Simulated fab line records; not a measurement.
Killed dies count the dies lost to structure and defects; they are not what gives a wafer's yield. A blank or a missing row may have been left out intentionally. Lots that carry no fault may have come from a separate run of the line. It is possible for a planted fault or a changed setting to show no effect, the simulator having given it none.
A struck lot beside a sound one ; flow n5-finfet ; 39 out of 1938 route steps
Sound: these wafers, L898.1, L898.3, L898.4. Struck: wafer L894.4 (L894.3, L894.6, from the same lot, were not struck and are left out); the cause is given at the end.
For every step that has rows: the tool of each side, followed by ch and its chambers, followed by its first start. Under that, the readings that differ: sound wafers ; struck wafers ; difference of the means ; sigmas: that difference in standard deviations of wafers without a fault.
alike: readings with means less than 2 such deviations apart, plus words and numbers identical on both sides. not compared: withheld readings, readings lacking a value on some wafer, bounds such as >300 that could conceal the same value, and numbers that have no deviation in the record and whose values overlap.
A row with sigmas, a row that says differs or no value, or rows on one side alone: a step with any of these is where the two part. Non-overlapping numbers with no deviation appear without sigmas and do not part them. A reading that every wafer of one side lacks parts them only if that side has two wafers or more.

first, 9 steps without rows for these wafers: N5_HKMG_FIN_DESCUM_17 (chemistry O2, time 7.9 s); N5_HKMG_FIN_ETCH_31 (etches SiARC in CF4, target depth 45.5 nm, time 75.8 s); N5_HKMG_FIN_ETCH_32 (etches SOC in N2/H2, target depth 240 nm, time 300 s); N5_HKMG_FIN_STRIP_33 (strips in N2/H2); N5_HKMG_FIN_STRIP_34 (strips in CF4); N5_HKMG_FIN_ETCH_35 (etches SOC in N2/H2, target depth 215.8 nm, time 243.4 s); N5_HKMG_FIN_STRIP_92 (strips SOC in N2/H2, time 20 s); N5_HKMG_FIN_WET_ETCH_18 (etches TiN in SC1, time 55 s, target depth 5.2 nm, rinse time 30 s); N5_HKMG_FIN_STRIP_19 (strips in N2/H2, time 360 s).
N5_HKMG_FIN_ALD_91: deposits TiN, target thk 1 nm, pulse time 1 s, purge time 3 s.
  sound on ald-metal-02 ch 0,1,3, day 8 10:49; struck on ald-metal-04 ch 1, day 7 14:17
reading;sound;struck;difference;sigmas
ald-cycles;47 47 47;44;-3;
  alike: heater-power-w, precursor-pulse-height-rel
then, 27 steps without rows for these wafers: N5_HKMG_FIN_COAT_85 (time 60 s, resist thk 300 nm); N5_HKMG_FIN_ETCH_86 (etches SOC in N2/H2, stops on TiN, target depth 393.2 nm); N5_HKMG_FIN_STRIP_89 (strips SOC in N2/H2, time 20 s); N5_HKMG_FIN_WET_ETCH_87 (etches TiN in SC1, time 154.2 s, target depth 4.7 nm, rinse time 30 s); N5_HKMG_FIN_STRIP_88 (strips in N2/H2, time 360 s); N5_HKMG_FIN_NWFM_ALD_20 (deposits TiAlC, target thk 2 nm, pulse time 3 s, purge time 2 s); N5_HKMG_FIN_ALD_71 (deposits TiN, target thk 1 nm, pulse time 1 s, purge time 3 s); N5_HKMG_FIN_COAT_66 (time 60 s, resist thk 300 nm); N5_HKMG_FIN_ETCH_67 (etches SOC in N2/H2, stops on TiN, target depth 388.9 nm); N5_HKMG_FIN_STRIP_90 (strips SOC in N2/H2, time 20 s); N5_HKMG_FIN_WET_ETCH_73 (etches the open film in SC1, time 42.3 s, target depth 1.3 nm, rinse time 30 s); N5_HKMG_FIN_ETCHBACK_68 (etches the open film in Cl2/Ar, stops on HfO2, target depth 0.5 nm); N5_HKMG_FIN_STRIP_69 (strips in N2/H2, time 360 s); N5_HKMG_FIN_ALD_21 (deposits TiN, target thk 1.5 nm, pulse time 1 s, purge time 3 s); N5_HKMG_FIN_ALD_72 (deposits W, target thk 2 nm, pulse time 1 s, purge time 2 s); N5_HKMG_FIN_W_FILL_22 (material W, target thk 60 nm, time 18.2 s); N5_HKMG_FIN_PRECLEAN_83 (cleans in DIW, time 57.5 s); N5_HKMG_FIN_SRD_84 (dry time 32 s); N5_HKMG_FIN_CMP_23 (polishes, stops on SiNx, t overpolish 10 s, target thk 46.326 nm); N5_HKMG_FIN_CMP_94 (polishes, stops on SiNx, t overpolish 4.7 s, target thk 43.299 nm); N5_GATE_CUT_ETCHBACK_00 (etches W in SF6/Cl2); N5_GATE_CUT_ETCH_56 (etches TiN in Cl2/Ar, target depth 21.6 nm); N5_GATE_CUT_ETCHBACK_30 (etches TiN in Cl2/Ar, target depth 3 nm); N5_GATE_CUT_VAPOR_ETCH_60 (etches HfO2 in BCl3/Cl2); N5_GATE_CUT_ETCH_58 (etches SiNx in CH3F/O2, target depth 17 nm, time 128.6 s); N5_GATE_CUT_STRIP_59 (strips in N2/H2, time 20 s); N5_GATE_CUT_PRECLEAN_31 (cleans in DIW, time 300 s).
-- here the record skips 4 days between the struck wafers' starts before and after, leaving off in module GATE_CUT and picking up in module BEOL_M4 (first step shown: number 1111 of the route) --
N5_BEOL_M4_RC_MEAS_101:
  sound on prober-01 ch 0, day 12 19:22; struck on prober-02 ch 0, day 11 17:20
reading;sound;struck;difference;sigmas
IOFF_N_LONG (nA/um);5.23e-05 5.51e-05 5.44e-05;6.72e-05;+1.33e-05;+5
ION_N (uA/um);655 665 677;707;+41;+3
ION_P (uA/um);441 445 451;473;+27;+3
VT_N (mV);254 254 247;242;-10;-2
VT_N_LONG (mV);278.4 274.8 275.6;267.9;-8.4;-4
VT_P (mV);-254 -256 -253;-247;+7;+2
  alike: DIBL_N, DIBL_P, IOFF_N, IOFF_P, SS_N, SS_P
-- record jumps: 5 days separate the struck wafers' starts on either side; left off in module BEOL_M4, taken up again in module PASSIVATION, whose first shown step is the route's number 1936 --
N5_PASSIVATION_PROBE_49:
  the record has rows for the struck wafers here (prober-02, day 16 19:32) and none for the sound ones

== WHERE THEY PART ==
Last at N5_PASSIVATION_PROBE_49 as far as this record goes, first at N5_BEOL_M4_RC_MEAS_101.

WHY: the cause the simulator had injected
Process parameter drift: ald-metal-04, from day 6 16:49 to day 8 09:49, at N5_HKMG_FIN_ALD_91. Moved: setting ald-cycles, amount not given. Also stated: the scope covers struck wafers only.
